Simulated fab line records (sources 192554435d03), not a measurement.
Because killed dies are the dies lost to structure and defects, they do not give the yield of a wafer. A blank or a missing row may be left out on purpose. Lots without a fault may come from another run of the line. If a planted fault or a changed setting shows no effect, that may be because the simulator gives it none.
fab line records	flow n5-finfet
record lots=7	wafers=39
route steps=1938 shown ZERO_LAYER@4 FIN_SAQP@96 SDB@373 DUMMY_REMOVAL@377 GATE_CUT@466 BEOL_M1@751
start-h: hours from the record's first day to the start of the lot's first wafer shown	wait-h: hours elapsed since this lot's preceding step	" same as the row above	L1.1+2: a single row standing in for several wafers	- no value present, or no start provided	* or withheld: withheld	< > ~ a bound
route shown NAME@n: names a module that has steps shown in the file, with the first one's number in the route	usual: mean and standard deviation over wafers with no fault	same: alike in all rows	chamber/n: place in a boat	sites: each site's reading	_std_site: their standard deviation	_edge_site: outer sites' mean less inner sites'	radius-mm: for every site, how far away it sits from the centre of the wafer	mask NAME#n: copy n	behind: the tool/chamber that last shaped the wafer	hold: cause of the lot's hold/its duration in hours/its outcome	device: transistor that didn't switch, given as n, p or np	end of line: tests run on the same wafers once the route is complete	a step without rows: its recipe alone	killed: not the wafer's yield, but the dies lost to structure and defects at the first sort	map: dies across one wafer; x = killed, . = not, _ = none there
set.NAME: the run value of the setting; set.NAME@STEP: its run value at that earlier step	model.NAME: the simulator's own value behind a step, which no gauge read
one table per step and one row per wafer, for lots whose settings were changed on purpose
## steps
# step N5_ZERO_LAYER_PECVD_02
# recipe material=SiO2	target-thk-a=100	temp-c=400	precursor=SiH4/N2O	pressure-torr=0.75	rf-w=275	time-s=6
lot.wafer	tool	chamber	start-h	wait-h	set.time-s	model.SiO2_of_ZERO_LAYER_PECVD_02.thk-nm
L074.1	pecvd-02	1	12.28	0.0	6	9.877
L074.2	"	0	"	"	6	9.91
L074.3	"	2	"	"	6	9.755
L074.4	"	0	"	"	6	10.07
L074.5	"	2	"	"	6	9.953
L074.6	"	1	"	"	6	10.14
L076.1	pecvd-03	0	24.29	0.0	3.378	5.911
L076.2	"	1	"	"	3.378	5.912
L076.3	"	2	"	"	6	10.26
L076.4	"	0	"	"	3.378	6.037
L076.5	"	1	"	"	6	10.33
L076.6	"	2	"	"	6	10.36
L079.1	pecvd-03	2	42.28	0.0	9.161	15.24
L079.2	"	0	"	"	6	10.13
L079.3	"	1	"	"	6	9.981
L079.4	"	0	"	"	6	10.32
L079.5+6	"	1,2	"	"	9.161	15.5
L082.1	pecvd-02	0	60.29	0.0	6	9.902
L082.3	"	1	"	"	6	10.17
L082.6	"	1	"	"	6	10.3
L088.1	pecvd-02	0	96.28	0.0	6	9.699
L088.2	"	1	"	"	7.842	13.07
L088.3	"	2	"	"	6	9.851
L088.4	"	1	"	"	6	10.08
L088.5	"	0	"	"	7.842	12.91
L088.6	"	2	"	"	7.842	13.01
L091.1	pecvd-04	2	114.28	0.0	7.22	12.11
L091.2	"	0	"	"	6	10.03
L091.3	"	1	"	"	7.22	12.02
L091.4	"	0	"	"	6	10.23
L091.5	"	1	"	"	7.22	12.17
L091.6	"	0	"	"	6	10.11
L093.1	pecvd-04	0	126.29	0.0	2.573	4.173
L093.2	"	1	"	"	6	9.896
L093.3	"	1	"	"	2.573	4.189
L093.4	"	0	"	"	6	10.04
L093.5	"	1	"	"	2.573	4.285
L093.6	"	0	"	"	6	10.06
# step N5_FIN_SAQP_HM_DEP_03
# recipe material=SiNx	target-thk-a=380	temp-c=400	precursor=SiH4/NH3/N2	pressure-torr=1.5	rf-w=300	time-s=33.6
lot.wafer	tool	chamber	start-h	wait-h	set.time-s	model.SiNx_of_FIN_SAQP_HM_DEP_03.thk-nm
L074.1	pecvd-04	2	20.87	0.2	17.96	20.16
L074.2	"	1	"	"	33.6	38.03
L074.3	"	0	"	"	17.96	20.42
L074.4	"	0	"	"	33.6	38.43
L074.5	"	1	"	"	33.6	39.32
L074.6	"	2	"	"	17.96	20.69
L076.1	pecvd-04	1	33.33	0.2	33.6	38.17
L076.2	"	2	"	"	33.6	38
L076.3	"	0	"	"	33.6	37.57
L076.4	"	2	"	"	33.6	38.44
L076.5	"	0	"	"	33.6	38.76
L076.6	"	1	"	"	33.6	38.78
L079.1	pecvd-01	0	51.44	0.2	24.26	27.94
L079.2	"	2	"	"	24.26	27.3
L079.3	"	1	"	"	33.6	37.98
L079.4	"	1	"	"	24.26	28.05
L079.5	"	2	"	"	33.6	38.02
L079.6	"	0	"	"	33.6	38.87
L082.1	pecvd-01	2	71.29	0.2	33.6	37.67
L082.3	"	1	"	"	33.6	38.16
L082.6	"	2	"	"	33.6	38.1
L088.1	pecvd-03	2	105.73	0.2	33.6	36.88
L088.2	"	1	"	"	51.44	58.31
L088.3	"	0	"	"	51.44	58.38
L088.4	"	2	"	"	33.6	37.49
L088.5	"	1	"	"	33.6	38.74
L088.6	"	0	"	"	51.44	59.05
L091.1	pecvd-03	0	123.88	0.2	22.53	25.86
L091.2	"	2	"	"	33.6	36.44
L091.3	"	0	"	"	33.6	39.14
L091.4	"	2	"	"	22.53	24.71
L091.5	"	2	"	"	33.6	37.51
L091.6	"	0	"	"	22.53	25.74
L093.1	pecvd-01	1	136.33	0.2	33.6	37.94
L093.2	"	0	"	"	33.6	37.5
L093.3	"	2	"	"	16.04	17.75
L093.4	"	2	"	"	33.6	38.13
L093.5	"	0	"	"	16.04	18.04
L093.6	"	1	"	"	16.04	18.42
# step N5_FIN_SAQP_THK_MEAS_05
# usual thk-nm=38.1/0.56
lot.wafer	tool	chamber	start-h	wait-h	set.time-s@FIN_SAQP_HM_DEP_03	thk-nm
L074.1	film-metro-01	-	20.96	0.1	17.96	20.1
L074.2	"	-	"	"	33.6	38.1
L074.3	"	-	"	"	17.96	20.4
L074.4	"	-	"	"	33.6	38.5
L074.5	"	-	"	"	33.6	39.3
L074.6	"	-	"	"	17.96	20.6
L076.1	film-metro-01	-	33.42	0.1	33.6	38.2
L076.2	"	-	"	"	33.6	38.0
L076.3	"	-	"	"	33.6	37.6
L076.4	"	-	"	"	33.6	38.4
L076.5	"	-	"	"	33.6	38.7
L076.6	"	-	"	"	33.6	38.8
L079.1	film-metro-02	-	51.52	0.1	24.26	27.9
L079.2	"	-	"	"	24.26	27.3
L079.3	"	-	"	"	33.6	38.0
L079.4	"	-	"	"	24.26	28.0
L079.5	"	-	"	"	33.6	38.0
L079.6	"	-	"	"	33.6	38.9
L082.1	film-metro-01	-	71.46	0.1	33.6	37.7
L082.3	"	-	"	"	33.6	38.2
L082.6	"	-	"	"	33.6	38.1
L088.1	film-metro-02	-	105.82	0.1	33.6	36.9
L088.2	"	-	"	"	51.44	58.3
L088.3	"	-	"	"	51.44	58.4
L088.4	"	-	"	"	33.6	37.5
L088.5	"	-	"	"	33.6	38.7
L088.6	"	-	"	"	51.44	59.1
L091.1	film-metro-02	-	123.99	0.1	22.53	25.9
L091.2	"	-	"	"	33.6	36.4
L091.3	"	-	"	"	33.6	39.1
L091.4	"	-	"	"	22.53	24.8
L091.5	"	-	"	"	33.6	37.5
L091.6	"	-	"	"	22.53	25.7
L093.1	film-metro-01	-	136.41	0.1	33.6	38.0
L093.2	"	-	"	"	33.6	37.5
L093.3	"	-	"	"	16.04	17.8
L093.4	"	-	"	"	33.6	38.1
L093.5	"	-	"	"	16.04	18.1
L093.6	"	-	"	"	16.04	18.4
# step N5_FIN_SAQP_PECVD_47
# recipe material=a-Si	target-thk-a=450	temp-c=400	precursor=SiH4/He	pressure-torr=3	rf-w=100	time-s=36.3
# step N5_FIN_SAQP_PECVD_48
# recipe material=SiNx	target-thk-a=250	temp-c=400	precursor=SiH4/NH3/N2	pressure-torr=1.5	rf-w=300	time-s=22.1
# step N5_FIN_SAQP_MANDREL2_REMOVE_60
# recipe chemistry=HBr/Cl2/O2	bt-time-s=10	target=a-Si	stop-on=SiNx	endpoint=OES-SiCl	over-etch-frac=1	icp-w=600	bias-w=22	HBr_flow_sccm=150	Cl2_flow_sccm=80	O2_flow_sccm=5	pressure-mtorr=10
# step N5_FIN_SAQP_HM_OPEN_33
# recipe chemistry=CH3F/O2	target=SiNx	mask-material=SiO2	target-depth-a=494	time-s=70.6	pressure-mtorr=30	source-w=395	bias-w=73	Ar_flow_sccm=150	CH3F_flow_sccm=30	O2_flow_sccm=20	ion-energy-ev=120	ends=cleared
# usual etch-rf-on-time-s=69.9/1.8
lot.wafer	tool	chamber	start-h	wait-h	set.time-s@FIN_SAQP_HM_DEP_03	etch-rf-on-time-s	model.etch.depth-nm
L074.1	rie-diel-01	2	25.43	0.0	17.96	35.5	19.26
L074.2	"	0	"	"	33.6	71.9	37.4
L074.3	"	3	"	"	17.96	37.4	19.8
L074.4	"	1	"	"	33.6	70.6	37.75
L074.5	"	2	"	"	33.6	72.8	38.7
L074.6	"	3	"	"	17.96	37.4	20.06
L076.1	rie-diel-03	3	38.76	0.2	33.6	71.7	37.54
L076.2	"	2	"	"	33.6	69.5	37.2
L076.3	"	1	"	"	33.6	68.6	36.81
L076.4	"	0	"	"	33.6	70.2	37.81
L076.5	"	2	"	"	33.6	70.9	38
L076.6	"	3	"	"	33.6	73.2	38.15
L079.1	rie-diel-05	2	57.28	0.5	24.26	50.8	27.14
L079.2	"	3	"	"	24.26	49.0	26.54
L079.3	"	1	"	"	33.6	69.3	37.35
L079.4	"	3	"	"	24.26	50.2	27.43
L079.5	"	1	"	"	33.6	69.1	37.21
L079.6	"	2	"	"	33.6	71.9	38.24
L082.1	rie-diel-01	2	75.92	0.0	33.6	66.7	36.91
L082.3	"	0	"	"	33.6	70.6	37.53
L082.6	"	3	"	"	33.6	68.9	37.48
L088.1	rie-diel-01	0	110.27	0.1	33.6	70.1	36.25
L088.2	"	1	"	"	51.44	107.1	57.51
L088.3	"	2	"	"	51.44	108.7	57.75
L088.4	"	3	"	"	33.6	69.0	36.73
L088.5	"	1	"	"	33.6	71.1	38.11
L088.6	"	2	"	"	51.44	109.5	58.29
L091.1	rie-diel-03	1	129.92	0.0	22.53	47.2	25.23
L091.2	"	2	"	"	33.6	63.5	35.81
L091.3	"	3	"	"	33.6	74.3	38.46
L091.4	"	0	"	"	22.53	44.3	23.82
L091.5	"	0	"	"	33.6	68.7	36.88
L091.6	"	3	"	"	22.53	48.3	25.06
L093.1	rie-diel-03	0	141.12	0.0	33.6	70.1	37.32
L093.2	"	1	"	"	33.6	68.1	36.82
L093.3	"	2	"	"	16.04	30.0	17.12
L093.4	"	3	"	"	33.6	72.3	37.23
L093.5	"	0	"	"	16.04	32.0	17.15
L093.6	"	1	"	"	16.04	33.2	17.79
# step N5_FIN_SAQP_ETCH_34
# recipe chemistry=C4F6/O2	target=SiO2	target-depth-a=450	time-s=15	ion-energy-ev=250	pressure-mtorr=30	source-w=345	bias-w=185	Ar_flow_sccm=300	C4F6_flow_sccm=10	O2_flow_sccm=10	ends=cleared
# step N5_FIN_SAQP_STRIP_77
# recipe chemistry=N2/H2	time-s=90	power-w=100	temp-c=40	pressure-mtorr=100	rf-frequency-hz=6e+07	bias-power-w=3	n2-flow-sccm=300	h2-flow-sccm=300
# step N5_FIN_SAQP_ETCH_64
# recipe chemistry=CF4	target=SiO2	target-depth-a=15	ion-energy-ev=350	pressure-mtorr=10	icp-w=800	bias-w=400	cf4-flow-sccm=80
# step N5_FIN_SAQP_FIN_ETCH_36
# recipe chemistry=HBr/Cl2/O2	target-depth-a=1200	mask-material=SiNx	time-s=50.4	bias-w=102	pressure-mtorr=10	icp-w=800	HBr_flow_sccm=150	Cl2_flow_sccm=80	O2_flow_sccm=12
lot.wafer	tool	chamber	start-h	wait-h	set.time-s@FIN_SAQP_HM_DEP_03	model.SiNx_of_FIN_SAQP_HM_DEP_03.thk-nm
L074.1	rie-si-05	3	25.71	0.0	17.96	2.4
L074.2	"	0	"	"	33.6	20.6
L074.3	"	2	"	"	17.96	2.6
L074.4	"	1	"	"	33.6	22.4
L074.5	"	0	"	"	33.6	22
L074.6	"	3	"	"	17.96	3.2
L076.1	rie-si-03	1	39.05	0.0	33.6	21
L076.2	"	3	"	"	33.6	20.6
L076.3+5	"	2,1	"	"	33.6	21.4
L076.4	"	0	"	"	33.6	21.6
L076.6	"	2	"	"	33.6	22.8
L079.1+4	rie-si-03	0,1	57.57	0.0	24.26	10.8
L079.2	"	3	"	"	24.26	9.8
L079.3	"	2	"	"	33.6	21.8
L079.5	"	1	"	"	33.6	20.6
L079.6	"	0	"	"	33.6	22
L082.1	rie-si-03	2	76.20	0.0	33.6	21.2
L082.3	"	1	"	"	33.6	21
L082.6	"	3	"	"	33.6	20.6
L088.1	rie-si-05	3	110.56	0.0	33.6	19.6
L088.2	"	2	"	"	51.44	40.6
L088.3	"	1	"	"	51.44	42
L088.4	"	0	"	"	33.6	20
L088.5	"	0	"	"	33.6	21.6
L088.6	"	3	"	"	51.44	41.8
L091.1	rie-si-05	0	130.21	0.0	22.53	8.8
L091.2	"	1	"	"	33.6	20.2
L091.3	"	3	"	"	33.6	22
L091.4	"	2	"	"	22.53	6.8
L091.5	"	3	"	"	33.6	20.4
L091.6	"	2	"	"	22.53	8
L093.1	rie-si-05	3	141.40	0.0	33.6	21
L093.2	"	1	"	"	33.6	21.4
L093.3+5	"	2	"	"	16.04	0
L093.4	"	0	"	"	33.6	20.8
L093.6	"	1	"	"	16.04	2.2
# step N5_SDB_ALD_29
# recipe material=SiNx	target-thk-a=300	temp-c=400	ald-precursor-family=SiH2I2	ald-co-reactant=N2/H2-plasma	pulse-time-s=1	ald-cycles=600	purge-time-s=2	co-reactant-purge-time-s=2	pressure-torr=2
lot.wafer	tool	chamber	start-h	wait-h	set.ald-cycles	model.SiNx_of_SDB_ALD_29.thk-nm
L074.1+2+3	ald-sin-03	1,3,0	66.76	0.0	600	30
L074.4+6	"	2,3	"	"	600	29.8
L074.5	"	2	68.11	1.4	600	29.6
L076.1+3	ald-sin-02	0,3	80.40	0.1	600	30.2
L076.2+4+5	"	2,1,1	"	"	420	21.2
L076.6	"	2	81.75	1.4	600	30.4
L079.1+2	ald-sin-02	3,2	100.51	0.1	700	35.2
L079.3+4	"	1,0	"	"	600	30
L079.5	"	0	101.86	1.5	600	30.2
L079.6	"	1	"	"	700	35
L082.1+6	ald-sin-02	3,2	116.38	0.0	600	30
L082.3	"	0	"	"	600	30.2
L088.1+3+4	ald-sin-03	3,2,1	150.17	0.1	600	29.8
L088.2+6	"	0	"	"	600	30
L088.5	"	3	151.52	1.5	600	29.6
L091.1	ald-sin-04	0	169.53	0.0	600	30.2
L091.2+3+5+6	"	2,3,0,2	"	"	600	29.8
L091.4	"	3	170.88	1.4	600	29.6
L093.1+4	ald-sin-03	1,2	183.05	0.0	257	12.8
L093.2+3	"	0,3	"	"	600	30
L093.5	"	2	184.41	1.4	600	29.8
L093.6	"	1	"	"	257	12.6
# step N5_SDB_CMP_30
# recipe stop-on=poly-Si	t-overpolish-s=1.54	post-cmp-clean=alkaline-brush	down-force-psi=4.1491	platen-rpm=51.796	pad-velocity-m-s=1.0306	target-thk-nm=30
# step N5_DUMMY_REMOVAL_HM_STRIP_01
# recipe chemistry=CH3F/O2	material=SiNx	target-depth-a=40	stop-on=poly-Si	time-s=6.8	over-etch-frac=0.3	ion-energy-ev=60	power-w=410	bias-w=29	Ar_flow_sccm=150	CH3F_flow_sccm=30	O2_flow_sccm=20
lot.wafer	tool	chamber	start-h	wait-h	set.ald-cycles@SDB_ALD_29	model.SiNx_of_SDB_ALD_29.thk-nm
L074.1+3	rie-diel-06	1,3	69.88	0.1	600	29.4
L074.2+4+6	"	0,2,2	"	"	600	29.2
L074.5	"	3	"	"	600	29
L076.1	rie-diel-06	0	83.49	0.0	600	29.4
L076.2+4+5	"	3,2,2	"	"	420	20.8
L076.3+6	"	1	"	"	600	29.6
L079.1	rie-diel-04	3	103.86	0.3	700	27.4
L079.2	"	2	"	"	700	29.8
L079.3+4	"	1,0	"	"	600	29.4
L079.5	"	0	"	"	600	29.6
L079.6	"	1	"	"	700	29.4
L082.1+6	rie-diel-04	1,2	119.48	0.0	600	29.4
L082.3	"	2	"	"	600	29.6
L088.1+3+4	rie-diel-04	1,3,0	153.27	0.0	600	29.2
L088.2+6	"	2,1	"	"	600	29.4
L088.5	"	0	"	"	600	29
L091.1	rie-diel-02	3	172.75	0.0	600	29.6
L091.2+3+5+6	"	1,0,1,0	"	"	600	29.2
L091.4	"	2	"	"	600	29
L093.1+6	rie-diel-06	0	186.14	0.0	257	12.4
L093.2+3	"	1,2	"	"	600	29.4
L093.4	"	2	"	"	257	12.6
L093.5	"	1	"	"	600	29.2
# step N5_GATE_CUT_ETCH_56
# recipe chemistry=Cl2/Ar	target=TiN	target-depth-a=216	pressure-mtorr=10	icp-w=600	bias-w=60	Cl2_flow_sccm=40	Ar_flow_sccm=60
lot.wafer	tool	chamber	start-h	wait-h	set.target-depth-a	model.etch.depth-nm
L074.1+6	rie-metal-01	0	79.98	0.1	306.2	31.13
L074.2	"	1	"	"	216	21.6
L074.3	"	1	"	"	216	21.68
L074.4	"	0	"	"	306.2	30.88
L074.5	"	1	"	"	216	21.73
L076.1	rie-metal-03	1	93.92	0.2	216	22.68
L076.2	"	1	"	"	216	22.61
L076.3	"	1	"	"	216	22.84
L076.4	"	1	"	"	216	22.76
L076.5	"	1	"	"	216	22.64
L076.6	"	1	"	"	216	22.63
L079.1	rie-metal-03	1	113.70	0.1	216	22.67
L079.2	"	0	"	"	180.5	18.68
L079.3	"	1	"	"	216	22.53
L079.4	"	0	"	"	216	22.42
L079.5	"	0	"	"	180.5	18.63
L079.6	"	1	"	"	180.5	18.76
L082.1	rie-metal-01	1	129.84	0.1	216	21.36
L082.3	"	1	"	"	216	21.26
L082.6	"	0	"	"	216	21.7
L088.1	rie-metal-01	1	162.85	0.1	216	20.96
L088.2	"	0	"	"	336.5	33.55
L088.3	"	0	"	"	336.5	33.44
L088.4	"	1	"	"	216	21.17
L088.5	"	0	"	"	336.5	33.54
L088.6	"	1	"	"	216	21.13
L091.1	rie-metal-01	0	183.01	0.1	216	21.84
L091.2	"	1	"	"	216	21.29
L091.3	"	0	"	"	216	21.88
L091.4	"	1	"	"	216	21.3
L091.5	"	1	"	"	216	21.38
L091.6	"	0	"	"	216	21.66
L093.1	rie-metal-01	1	195.95	0.1	216	21.46
L093.2	"	0	"	"	216	21.8
L093.3	"	1	"	"	259.4	26.01
L093.4	"	0	"	"	259.4	26.36
L093.5	"	0	"	"	216	21.99
L093.6	"	1	"	"	259.4	25.8
# step N5_BEOL_M1_ILD_DEP_00
# recipe material=SiOC	target-thk-a=790	temp-c=350	precursor=DEMS/O2	pressure-torr=5	rf-w=500	time-s=15.3
lot.wafer	tool	chamber	start-h	wait-h	set.time-s	model.SiOC_of_BEOL_M1_ILD_DEP_00.thk-nm
L074.1	pecvd-01	1	119.30	0.0	23.32	120.8
L074.2	"	0	"	"	23.32	118.2
L074.3	"	2	"	"	15.3	79.2
L074.4	"	2	"	"	15.3	81
L074.5	"	1	"	"	15.3	82.6
L074.6	"	0	"	"	23.32	120.2
L076.1	pecvd-01	1	133.41	0.0	15.3	79.2
L076.2	"	0	"	"	19.71	100
L076.3+5	"	2,0	"	"	19.71	101
L076.4+6	"	1,2	"	"	15.3	80.6
L079.1	pecvd-04	2	147.79	0.0	15.3	77.6
L079.2	"	1	"	"	15.3	78.2
L079.3+4+6	"	0,1,0	"	"	15.3	78.6
L079.5	"	2	"	"	15.3	77.8
L082.1	pecvd-02	2	174.20	0.0	15.3	80.2
L082.3	"	0	"	"	15.3	78.6
L082.6	"	2	"	"	15.3	80.8
L088.1	pecvd-01	2	208.10	0.0	15.3	81
L088.2	"	1	"	"	15.3	79.4
L088.3	"	0	"	"	15.3	78.4
L088.4	"	0	"	"	15.3	80
L088.5	"	1	"	"	15.3	80.4
L088.6	"	2	"	"	15.3	81.2
L091.1	pecvd-01	1	224.60	0.0	6.57	35.2
L091.2	"	0	"	"	15.3	79.6
L091.3	"	2	"	"	6.57	36.4
L091.4	"	2	"	"	15.3	82
L091.5	"	0	"	"	15.3	80.6
L091.6	"	1	"	"	6.57	35
L093.1	pecvd-01	0	237.30	0.0	15.3	78
L093.2	"	1	"	"	15.3	79.2
L093.3	"	2	"	"	15.3	80
L093.4	"	1	"	"	15.3	80.4
L093.5	"	2	"	"	15.3	80.8
L093.6	"	0	"	"	15.3	79.6
# step N5_BEOL_M1_THK_MEAS_01
# recipe reads=SiOC_of_BEOL_M1_ILD_DEP_00
# usual M1_ILD_THK=79.4/1.2
lot.wafer	tool	chamber	start-h	wait-h	set.time-s@BEOL_M1_ILD_DEP_00	M1_ILD_THK[nm]
L074.1	film-metro-02	-	119.37	0.1	23.32	120.7
L074.2	"	-	"	"	23.32	118.3
L074.3	"	-	"	"	15.3	79.2
L074.4	"	-	"	"	15.3	81.0
L074.5	"	-	"	"	15.3	82.6
L074.6	"	-	"	"	23.32	120.2
L076.1	film-metro-02	-	133.47	0.0	15.3	79.3
L076.2	"	-	"	"	19.71	100.0
L076.3	"	-	"	"	19.71	101.1
L076.4	"	-	"	"	15.3	80.6
L076.5	"	-	"	"	19.71	100.9
L076.6	"	-	"	"	15.3	80.6
L079.1	film-metro-02	-	147.86	0.0	15.3	77.6
L079.2	"	-	"	"	15.3	78.3
L079.3	"	-	"	"	15.3	78.5
L079.4	"	-	"	"	15.3	78.6
L079.5	"	-	"	"	15.3	77.9
L079.6	"	-	"	"	15.3	78.6
L082.1	film-metro-02	-	174.27	0.0	15.3	80.2
L082.3	"	-	"	"	15.3	78.7
L082.6	"	-	"	"	15.3	80.8
L088.1	film-metro-01	-	208.16	0.0	15.3	80.9
L088.2	"	-	"	"	15.3	79.3
L088.3	"	-	"	"	15.3	78.4
L088.4	"	-	"	"	15.3	79.9
L088.5	"	-	"	"	15.3	80.4
L088.6	"	-	"	"	15.3	81.2
L091.1	film-metro-02	-	224.68	0.1	6.57	35.2
L091.2	"	-	"	"	15.3	79.5
L091.3	"	-	"	"	6.57	36.5
L091.4	"	-	"	"	15.3	82.0
L091.5	"	-	"	"	15.3	80.5
L091.6	"	-	"	"	6.57	35.1
L093.1	film-metro-02	-	237.38	0.1	15.3	78.0
L093.2	"	-	"	"	15.3	79.2
L093.3	"	-	"	"	15.3	80.0
L093.4	"	-	"	"	15.3	80.5
L093.5	"	-	"	"	15.3	81.0
L093.6	"	-	"	"	15.3	79.5
# step N5_BEOL_M1_TRENCH_ETCH_37
# recipe chemistry=C4F6/O2	target-depth-a=552.07	target=SiOC	time-s=29	ion-energy-ev=250	pressure-mtorr=30	source-w=355	bias-w=185	Ar_flow_sccm=300	C4F6_flow_sccm=10	O2_flow_sccm=10
lot.wafer	tool	chamber	start-h	wait-h	set.time-s	model.BEOL_M1.feature-depth-nm	model.etch.depth-nm
L074.1	rie-diel-04	2	-	-	38	69.6	69.52
L074.2	"	1	"	"	38	69	68.92
L074.3	"	3	"	"	38	71	70.92
L074.4	"	0	"	"	29	53.8	53.77
L074.5	"	2	"	"	29	53	52.94
L074.6	"	1	"	"	29	52.6	52.64
L076.1	rie-diel-06	1	-	-	29	58	57.91
L076.2	"	3	"	"	38.3	73.8	73.74
L076.3	"	0	"	"	29	57	57.04
L076.4	"	2	"	"	29	56.4	56.39
L076.5	"	3	"	"	38.3	73.8	73.72
L076.6	"	2	"	"	38.3	74.4	74.42
L079.1	rie-diel-02	1	-	-	22.16	42.6	42.52
L079.2	"	3	"	"	29	56.2	56.25
L079.3	"	2	"	"	29	56.4	56.31
L079.4	"	0	"	"	22.16	40.8	40.89
L079.5	"	3	"	"	29	55.8	55.85
L079.6	"	0	"	"	22.16	40.4	40.42
L082.1	rie-diel-04	0	-	-	29	54.4	54.46
L082.3	"	2	"	"	29	54.4	54.36
L082.6	"	1	"	"	29	52.8	52.73
L088.1	rie-diel-04	1	-	-	12.43	22.4	22.36
L088.2	"	3	"	"	12.43	23.6	23.5
L088.3	"	0	"	"	29	54.8	54.86
L088.4	"	2	"	"	29	54.6	54.58
L088.5	"	1	"	"	29	52.2	52.21
L088.6	"	0	"	"	12.43	23.4	23.39
L091.1	rie-diel-04	1	-	-	29	52.2	52.19
L091.2	"	2	"	"	29	54.2	54.14
L091.3	"	3	"	"	29	54.8	54.87
L091.4	"	3	"	"	29	54.6	54.55
L091.5	"	2	"	"	29	54.8	54.8
L091.6	"	1	"	"	29	52	52.04
L093.1	rie-diel-02	3	-	-	42.05	80.8	80.73
L093.2	"	2	"	"	42.05	80.4	80.49
L093.3	"	1	"	"	29	55	54.9
L093.4	"	2	"	"	29	56	55.9
L093.5	"	3	"	"	29	56.2	56.17
L093.6	"	1	"	"	42.05	81	81.01
## key
split step=N5_ZERO_LAYER_PECVD_02	setting=time-s	stated=6	by=wafer
response step=N5_ZERO_LAYER_PECVD_02	reading=model.SiO2_of_ZERO_LAYER_PECVD_02.thk-nm	change=+0.1	per=1%	r=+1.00
split step=N5_FIN_SAQP_HM_DEP_03	setting=time-s	stated=33.6	by=wafer
response step=N5_FIN_SAQP_HM_DEP_03	reading=model.SiNx_of_FIN_SAQP_HM_DEP_03.thk-nm	change=+0.385	per=1%	r=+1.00
response step=N5_FIN_SAQP_THK_MEAS_05	reading=thk-nm	change=*	per=1%	r=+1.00
response step=N5_FIN_SAQP_HM_OPEN_33	reading=etch-rf-on-time-s	change=*	per=1%	r=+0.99
response step=N5_FIN_SAQP_HM_OPEN_33	reading=model.etch.depth-nm	change=+0.385	per=1%	r=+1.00
response step=N5_FIN_SAQP_FIN_ETCH_36	reading=model.SiNx_of_FIN_SAQP_HM_DEP_03.thk-nm	change=+0.396	per=1%	r=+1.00
split step=N5_SDB_ALD_29	setting=ald-cycles	stated=600	by=wafer
response step=N5_SDB_ALD_29	reading=model.SiNx_of_SDB_ALD_29.thk-nm	change=+0.301	per=1%	r=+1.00
response step=N5_DUMMY_REMOVAL_HM_STRIP_01	reading=model.SiNx_of_SDB_ALD_29.thk-nm	change=+0.274	per=1%	r=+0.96
split step=N5_GATE_CUT_ETCH_56	setting=target-depth-a	stated=216	by=wafer
response step=N5_GATE_CUT_ETCH_56	reading=model.etch.depth-nm	change=+0.223	per=1%	r=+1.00
split step=N5_BEOL_M1_ILD_DEP_00	setting=time-s	stated=15.3	by=wafer
response step=N5_BEOL_M1_ILD_DEP_00	reading=model.SiOC_of_BEOL_M1_ILD_DEP_00.thk-nm	change=+0.762	per=1%	r=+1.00
response step=N5_BEOL_M1_THK_MEAS_01	reading=M1_ILD_THK	change=+0.76	per=1%	r=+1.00
split step=N5_BEOL_M1_TRENCH_ETCH_37	setting=time-s	stated=29	by=wafer
response step=N5_BEOL_M1_TRENCH_ETCH_37	reading=model.BEOL_M1.feature-depth-nm	change=+0.548	per=1%	r=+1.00
response step=N5_BEOL_M1_TRENCH_ETCH_37	reading=model.etch.depth-nm	change=+0.548	per=1%	r=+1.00
